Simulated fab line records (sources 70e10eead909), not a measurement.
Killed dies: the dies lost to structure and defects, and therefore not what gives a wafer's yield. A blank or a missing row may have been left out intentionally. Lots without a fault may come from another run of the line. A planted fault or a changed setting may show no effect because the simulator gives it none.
Matching of chambers :: flow nand-harc :: 4 sister chambers for NHARC_A_CONTACT_ETCH_92 on rie-diel-13
The step etches the open film in CH3F/O2, target depth 40 nm, time 85.7 s. 4 wafers are shown with their chamber, then 12 later ones without.

== WAFERS, EACH WITH ITS CHAMBER ==
wafer: L088.5
chamber: 1
drypump-motor-current-A (A): 6.1

wafer: L092.3
chamber: 0
drypump-motor-current-A (A): 6.1

wafer: L090.3
chamber: 2
drypump-motor-current-A (A): 4.9

wafer: L090.5
chamber: 3
drypump-motor-current-A (A): 5.3

== WAFERS WITH NO CHAMBER GIVEN ==
wafer: L094.1
drypump-motor-current-A (A): 4.9

wafer: L094.2
drypump-motor-current-A (A): 6.1

wafer: L094.5
drypump-motor-current-A (A): 6.1

wafer: L095.2
drypump-motor-current-A (A): 6.2

wafer: L095.3
drypump-motor-current-A (A): 4.9

wafer: L095.5
drypump-motor-current-A (A): 5.3

wafer: L097.3
drypump-motor-current-A (A): 5.3

wafer: L097.4
drypump-motor-current-A (A): 6.1

wafer: L097.6
drypump-motor-current-A (A): 5.3

wafer: L096.3
drypump-motor-current-A (A): 6.1

wafer: L096.5
drypump-motor-current-A (A): 6.1

wafer: L096.6
drypump-motor-current-A (A): 6.2

== EACH ONE'S CHAMBER ==
wafer: L094.1
from the rows above: 2
in truth: 2

wafer: L094.2
from the rows above: can't be placed: 0 or 1
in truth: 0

wafer: L094.5
from the rows above: can't be placed: 0 or 1
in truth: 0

wafer: L095.2
from the rows above: can't be placed: 0 or 1
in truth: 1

wafer: L095.3
from the rows above: 2
in truth: 2

wafer: L095.5
from the rows above: 3
in truth: 3

wafer: L097.3
from the rows above: 3
in truth: 3

wafer: L097.4
from the rows above: can't be placed: 0 or 1
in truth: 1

wafer: L097.6
from the rows above: 3
in truth: 3

wafer: L096.3
from the rows above: can't be placed: 0 or 1
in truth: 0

wafer: L096.5
from the rows above: can't be placed: 0 or 1
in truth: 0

wafer: L096.6
from the rows above: can't be placed: 0 or 1
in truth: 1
5 of 12 placed correctly. From these rows, 7 cannot be placed; in 7 the true chamber is one of the candidates. Wrongly placed: 0.
How it was worked out, from the rows above alone: a wafer's distance from a chamber is the root of the sum, over the readings, of the square of ((its reading less the chamber's mean) divided by the reading's scatter). The wafer belongs to the nearest chamber; if the next one is less than 2 further off, it can't be placed. A chamber's mean is the mean of its shown wafers. The scatter: root of mean squared gap, hidden wafer to nearest shown wafer, with one shown wafer a chamber.
